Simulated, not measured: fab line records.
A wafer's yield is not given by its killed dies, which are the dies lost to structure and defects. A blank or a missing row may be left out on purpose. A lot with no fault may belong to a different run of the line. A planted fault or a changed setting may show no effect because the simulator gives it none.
Chamber matching + flow nand-harc + 4 sister chambers for NHARC_A_M0_DESCUM_14 on rie-diel-07
The step chemistry O2, time 3 s. 7 wafers are shown with their chamber, then 10 later ones without.

== WAFERS PAIRED WITH THEIR CHAMBERS ==
| wafer  | chamber | oes-product-au (a.u.) | rf-vpp-V (V) |
|--------|---------|-----------------------|--------------|
| L078.6 | 3       | 1.013                 | 57.3         |
| L086.4 | 1       | 0.996                 | 57.4         |
| L087.1 | 1       | 1.004                 | 57.8         |
| L093.2 | 0       | 0.998                 | 56.3         |
| L093.5 | 2       | 1.002                 | 58.5         |
| L091.2 | 2       | 1.006                 | 60.0         |
| L091.5 | 0       | 1.007                 | 57.0         |

== WAFERS WITHOUT THEIR CHAMBER ==
| wafer  | oes-product-au (a.u.) | rf-vpp-V (V) |
|--------|-----------------------|--------------|
| L091.6 | 1.019                 | 57.9         |
| L092.2 | 1.009                 | 57.1         |
| L092.3 | 1.013                 | 57.6         |
| L092.4 | 1.005                 | 56.8         |
| L094.2 | 1.010                 | 56.3         |
| L094.3 | 1.016                 | 58.8         |
| L094.5 | 1.003                 | 57.9         |
| L096.1 | 0.990                 | 58.8         |
| L096.2 | 0.983                 | 57.8         |
| L096.4 | 0.997                 | 58.1         |

== WHICH CHAMBER EACH WENT THROUGH ==
| wafer  | from the rows above               | in truth                   |
|--------|-----------------------------------|----------------------------|
| L091.6 | 3                                 | 3                          |
| L092.2 | can't be placed: 3 or 0 or 1      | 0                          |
| L092.3 | 3                                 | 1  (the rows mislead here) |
| L092.4 | can't be placed: 0 or 1 or 3      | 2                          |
| L094.2 | can't be placed: 0 or 3 or 1      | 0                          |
| L094.3 | can't be placed: 3 or 2 or 1 or 0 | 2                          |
| L094.5 | can't be placed: 1 or 0 or 2 or 3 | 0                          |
| L096.1 | can't be placed: 1 or 2 or 0      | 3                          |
| L096.2 | can't be placed: 1 or 0 or 2      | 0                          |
| L096.4 | can't be placed: 1 or 2 or 0      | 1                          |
Correct placement for 1 of the 10. Not placeable from these rows: 8 (in 6, the candidates include the true chamber). Number placed wrongly: 1.
How it was worked out, from the rows above alone: a wafer's distance from a chamber is the root of the sum, over the readings, of the square of ((its reading less the chamber's mean) divided by the reading's scatter). The wafer belongs to the nearest chamber; if the next one is less than 2 further off, it can't be placed. A chamber's mean is the mean of its shown wafers. The scatter: take each reading less its chamber's mean, square it, sum over the shown wafers, divide by the number of wafers less the number of chambers, and take the root.
